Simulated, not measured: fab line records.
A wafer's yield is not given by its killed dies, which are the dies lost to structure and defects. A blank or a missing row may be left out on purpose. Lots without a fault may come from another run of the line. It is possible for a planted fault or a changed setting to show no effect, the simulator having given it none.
Which tool is to blame? | flow nandHarc | 24 lots with 72 wafers sampled at 6 steps, on a route of 1302 steps

## WHAT THE GAUGES READ, wafer by wafer
The record holds no reading of a measuring or inspecting step that can be judged against a usual standard deviation.

## EACH LOT AND THE TOOL THAT RAN IT (in order: tool; ch and the chambers of the sampled wafers; start)
lot  | NHARC_A_CONTACT_ETCH_126           | NHARC_A_CONTACT_ETCH_131           | NHARC_A_CONTACT_ETCH_132           | NHARC_A_CONTACT_DESCUM_13         | NHARC_A_CONTACT_ETCH_138           | NHARC_A_CONTACT_ETCH_139
L074 | harCapEtch-03 ch 0,1, day 21 21:41 | harCapEtch-03 ch 0,1, day 21 22:52 | harCapEtch-03 ch 0,1, day 21 23:06 | rieDiel-12 ch 0,2,3, day 22 06:12 | harCapEtch-02 ch 0,1, day 22 09:41 | harCapEtch-02 ch 0,1, day 22 09:57
L075 | harCapEtch-03 ch 0,1, day 22 16:21 | harCapEtch-03 ch 0,1, day 22 17:14 | harCapEtch-03 ch 0,1, day 22 17:25 | rieDiel-04 ch 0,1,3, day 22 22:49 | harCapEtch-03 ch 0,1, day 23 01:18 | harCapEtch-03 ch 0,1, day 23 01:40
L078 | harCapEtch-02 ch 0,1, day 22 17:16 | harCapEtch-02 ch 0,1, day 22 18:08 | harCapEtch-02 ch 0,1, day 22 18:19 | rieDiel-13 ch 0,1,3, day 23 01:54 | harCapEtch-02 ch 1, day 23 04:02   | harCapEtch-02 ch 1, day 23 04:19
L077 | harCapEtch-01 ch 0,1, day 22 21:36 | harCapEtch-01 ch 0,1, day 22 22:29 | harCapEtch-01 ch 0,1, day 22 22:40 | rieDiel-13 ch 0,1, day 23 04:21   | harCapEtch-03 ch 0,1, day 23 07:05 | harCapEtch-03 ch 0,1, day 23 07:22
L079 | harCapEtch-01 ch 0, day 23 14:16   | harCapEtch-01 ch 0, day 23 15:10   | harCapEtch-01 ch 0, day 23 15:20   | rieDiel-04 ch 0,1,3, day 23 20:12 | harCapEtch-01 ch 0,1, day 23 22:28 | harCapEtch-01 ch 0,1, day 23 22:44
L076 | harCapEtch-02 ch 0,1, day 23 19:45 | harCapEtch-02 ch 0,1, day 23 20:38 | harCapEtch-02 ch 0,1, day 23 20:49 | rieDiel-13 ch 0,1,3, day 24 02:55 | harCapEtch-02 ch 0,1, day 24 05:03 | harCapEtch-02 ch 0,1, day 24 05:19
L080 | harCapEtch-03 ch 0,1, day 24 01:04 | harCapEtch-03 ch 0,1, day 24 01:56 | harCapEtch-03 ch 0,1, day 24 02:07 | rieDiel-04 ch 0,3, day 24 10:11   | harCapEtch-01 ch 0,1, day 24 12:20 | harCapEtch-01 ch 0,1, day 24 12:36
L082 | harCapEtch-01 ch 0,1, day 25 02:22 | harCapEtch-01 ch 0,1, day 25 03:32 | harCapEtch-01 ch 0,1, day 25 03:46 | rieDiel-04 ch 2,3, day 25 09:25   | harCapEtch-02 ch 0, day 25 11:35   | harCapEtch-02 ch 0, day 25 11:52
L081 | harCapEtch-03 ch 0,1, day 25 03:13 | harCapEtch-03 ch 0,1, day 25 04:07 | harCapEtch-03 ch 0,1, day 25 04:17 | rieDiel-12 ch 0,1, day 25 10:33   | harCapEtch-01 ch 0,1, day 25 13:02 | harCapEtch-01 ch 0,1, day 25 13:24
L083 | harCapEtch-03 ch 0,1, day 26 02:43 | harCapEtch-03 ch 0,1, day 26 03:36 | harCapEtch-03 ch 0,1, day 26 03:47 | rieDiel-13 ch 2,3, day 26 08:43   | harCapEtch-03 ch 0,1, day 26 10:52 | harCapEtch-03 ch 0,1, day 26 11:08
L084 | harCapEtch-02 ch 0,1, day 26 07:54 | harCapEtch-02 ch 0,1, day 26 09:05 | harCapEtch-02 ch 0,1, day 26 09:19 | rieDiel-13 ch 2,3, day 26 19:13   | harCapEtch-01 ch 0,1, day 26 21:32 | harCapEtch-01 ch 0,1, day 26 21:49
L085 | harCapEtch-01 ch 0,1, day 26 08:48 | harCapEtch-01 ch 0,1, day 26 09:41 | harCapEtch-01 ch 0,1, day 26 09:52 | rieDiel-12 ch 0,2,3, day 26 20:55 | harCapEtch-02 ch 0,1, day 26 23:19 | harCapEtch-02 ch 0,1, day 26 23:35
L086 | harCapEtch-01 ch 0,1, day 27 07:11 | harCapEtch-01 ch 0,1, day 27 08:05 | harCapEtch-01 ch 0,1, day 27 08:15 | rieDiel-04 ch 0,2,3, day 27 13:06 | harCapEtch-03 ch 0,1, day 27 15:17 | harCapEtch-03 ch 0,1, day 27 15:33
L087 | harCapEtch-02 ch 0,1, day 27 08:13 | harCapEtch-02 ch 0,1, day 27 09:05 | harCapEtch-02 ch 0,1, day 27 09:16 | rieDiel-04 ch 0,2,3, day 27 15:49 | harCapEtch-02 ch 0,1, day 27 17:57 | harCapEtch-02 ch 0,1, day 27 18:13
L089 | harCapEtch-02 ch 0,1, day 28 04:44 | harCapEtch-02 ch 0,1, day 28 05:37 | harCapEtch-02 ch 0,1, day 28 05:48 | rieDiel-04 ch 0,1,2, day 28 10:35 | harCapEtch-03 ch 0,1, day 28 12:46 | harCapEtch-03 ch 0,1, day 28 13:02
L088 | harCapEtch-01 ch 0,1, day 28 07:29 | harCapEtch-01 ch 0,1, day 28 08:22 | harCapEtch-01 ch 0,1, day 28 08:33 | rieDiel-13 ch 0,1,3, day 28 13:17 | harCapEtch-02 ch 0,1, day 28 15:31 | harCapEtch-02 ch 0,1, day 28 15:47
L091 | harCapEtch-01 ch 0,1, day 29 11:04 | harCapEtch-01 ch 0,1, day 29 11:56 | harCapEtch-01 ch 0,1, day 29 12:07 | rieDiel-12 ch 1,2,3, day 29 18:21 | harCapEtch-02 ch 0,1, day 29 23:15 | harCapEtch-02 ch 0,1, day 29 23:31
L090 | harCapEtch-03 ch 0,1, day 29 12:20 | harCapEtch-03 ch 0,1, day 29 13:31 | harCapEtch-03 ch 0,1, day 29 13:45 | rieDiel-04 ch 0,2,3, day 29 21:28 | harCapEtch-01 ch 0,1, day 29 23:52 | harCapEtch-01 ch 0,1, day 30 00:09
L092 | harCapEtch-03 ch 0, day 29 21:43   | harCapEtch-03 ch 0, day 29 22:36   | harCapEtch-03 ch 0, day 29 22:47   | rieDiel-04 ch 2,3, day 30 04:46   | harCapEtch-01 ch 0,1, day 30 07:09 | harCapEtch-01 ch 0,1, day 30 07:26
L095 | harCapEtch-03 ch 0,1, day 30 04:08 | harCapEtch-03 ch 0,1, day 30 05:01 | harCapEtch-03 ch 0,1, day 30 05:11 | rieDiel-13 ch 0,1,2, day 30 12:02 | harCapEtch-01 ch 0,1, day 30 14:13 | harCapEtch-01 ch 0,1, day 30 14:29
L094 | harCapEtch-02 ch 0,1, day 30 04:59 | harCapEtch-02 ch 0,1, day 30 05:52 | harCapEtch-02 ch 0,1, day 30 06:03 | rieDiel-12 ch 0,3, day 30 13:55   | harCapEtch-03 ch 0,1, day 30 16:07 | harCapEtch-03 ch 0,1, day 30 16:23
L096 | harCapEtch-02 ch 0,1, day 30 21:23 | harCapEtch-02 ch 0,1, day 30 22:16 | harCapEtch-02 ch 0,1, day 30 22:27 | rieDiel-04 ch 0,1,2, day 31 03:14 | harCapEtch-02 ch 0,1, day 31 05:24 | harCapEtch-02 ch 0,1, day 31 05:40
L093 | harCapEtch-01 ch 0,1, day 30 22:53 | harCapEtch-01 ch 0,1, day 30 23:46 | harCapEtch-01 ch 0,1, day 30 23:57 | rieDiel-04 ch 0,1,3, day 31 04:58 | harCapEtch-01 ch 0,1, day 31 07:05 | harCapEtch-01 ch 0,1, day 31 07:22
L097 | harCapEtch-03 ch 0,1, day 31 11:50 | harCapEtch-03 ch 0,1, day 31 12:44 | harCapEtch-03 ch 0,1, day 31 12:54 | rieDiel-12 ch 1,2, day 31 17:45   | harCapEtch-02 ch 0,1, day 31 19:56 | harCapEtch-02 ch 0,1, day 31 20:19
- NHARC_A_CONTACT_ETCH_126: etches the open film in C4F8/O2/Ar, time 197 s, target depth 1918 nm.
- NHARC_A_CONTACT_ETCH_131: etches the open film in C4F8/O2/Ar, time 197 s, target depth 1918 nm.
- NHARC_A_CONTACT_ETCH_132: etches the open film in C4F8/O2/Ar, time 197 s, target depth 1924 nm.
- NHARC_A_CONTACT_DESCUM_13: chemistry O2, time 3 s.
- NHARC_A_CONTACT_ETCH_138: etches the open film in C4F8/O2/Ar, time 311 s, target depth 1914 nm.
- NHARC_A_CONTACT_ETCH_139: etches the open film in C4F8/O2/Ar, time 195 s, target depth 840 nm.

## AS READ BY THE TOOLS THEMSELVES (means over the sampled wafers that have a number; for cases with no such wafer, the mark the record gives instead)
NHARC_A_CONTACT_DESCUM_13. Usual: drypumpMotorCurrentA 5.8 A, standard deviation 0.66; oesProductAu 1.003 a.u., standard deviation 0.0059; rfVppV 57.9 V, standard deviation 0.92; showerheadPlenumPTorr 1.92 Torr, standard deviation 0.093; throttleValvePct 11.310 %, standard deviation 0.0086.
lot  | tool       | drypumpMotorCurrentA (A) | oesProductAu (a.u.) | rfVppV (V) | showerheadPlenumPTorr (Torr) | throttleValvePct (%) | flag
L074 | rieDiel-12 | 5.9                      | 0.999               | 57.2       | 1.97                         | 11.308               | 
L075 | rieDiel-04 | 6.0                      | 0.997               | 57.7       | 1.86                         | 11.308               | 
L078 | rieDiel-13 | 5.6                      | 1.001               | 58.2       | 1.88                         | 11.312               | 
L077 | rieDiel-13 | 6.1                      | 1.000               | 57.1       | 1.83                         | 11.309               | 
L079 | rieDiel-04 | 6.0                      | 1.010               | 57.8       | 1.97                         | 11.306               | 
L076 | rieDiel-13 | 5.5                      | 1.005               | 57.4       | 1.88                         | 11.299               | 
L080 | rieDiel-04 | 6.4                      | 1.009               | 57.9       | 1.98                         | 11.321               | 
L082 | rieDiel-04 | 5.9                      | 1.005               | 58.7       | 1.97                         | 11.312               | 
L081 | rieDiel-12 | 4.9                      | 1.001               | 56.9       | 1.93                         | 11.312               | 
L083 | rieDiel-13 | 5.5                      | 0.996               | 57.8       | 1.85                         | 11.306               | 
L084 | rieDiel-13 | 5.2                      | 1.012               | 57.3       | 1.91                         | 11.308               | 
L085 | rieDiel-12 | 5.9                      | 1.004               | 57.9       | 1.96                         | 11.314               | 
L086 | rieDiel-04 | 6.3                      | 1.001               | 57.4       | 1.99                         | 11.308               | 
L087 | rieDiel-04 | 6.3                      | 1.011               | 58.1       | 1.99                         | 11.313               | 
L089 | rieDiel-04 | 5.9                      | 1.000               | 57.6       | 1.98                         | 11.313               | 
L088 | rieDiel-13 | 5.5                      | 0.999               | 58.0       | 1.87                         | 11.306               | 
L091 | rieDiel-12 | 5.8                      | 1.002               | 57.4       | 1.89                         | 11.305               | 
L090 | rieDiel-04 | 6.2                      | 1.001               | 58.0       | 1.99                         | 11.309               | 
L092 | rieDiel-04 | 6.1                      | 1.013               | 58.0       | 1.94                         | 11.310               | 
L095 | rieDiel-13 | 5.8                      | 1.003               | 58.0       | 1.81                         | 11.316               | 
L094 | rieDiel-12 | 5.9                      | 0.992               | 58.0       | 2.02                         | 11.309               | 
L096 | rieDiel-04 | 5.9                      | 1.001               | 58.4       | 1.98                         | 11.314               | 
L093 | rieDiel-04 | 6.0                      | 1.006               | 58.0       | 1.96                         | 11.314               | 
L097 | rieDiel-12 | 5.9                      | 1.006               | 57.0       | 1.81                         | 11.308               | 

## THE ANSWER, worked out from the rows above alone
Rule: take the mean of a lot's wafers that have a number; if it is more than 3 standard deviations from the usual mean, the lot is off. Also off: a lot with no number at a reading for which 4 or more lots have one. The other lots that the step has rows for count as sound. After the gauges, taken in route order, come the tools' own readings; for these a lot's mean is taken, as printed above. At the first step where some lot is off, the reading lying furthest off is the one used; lots without a number count as furthest.
No lot is off on any of the readings shown, so nothing can be concluded from this.

## WHAT HAD BEEN PUT IN BY THE SIMULATOR
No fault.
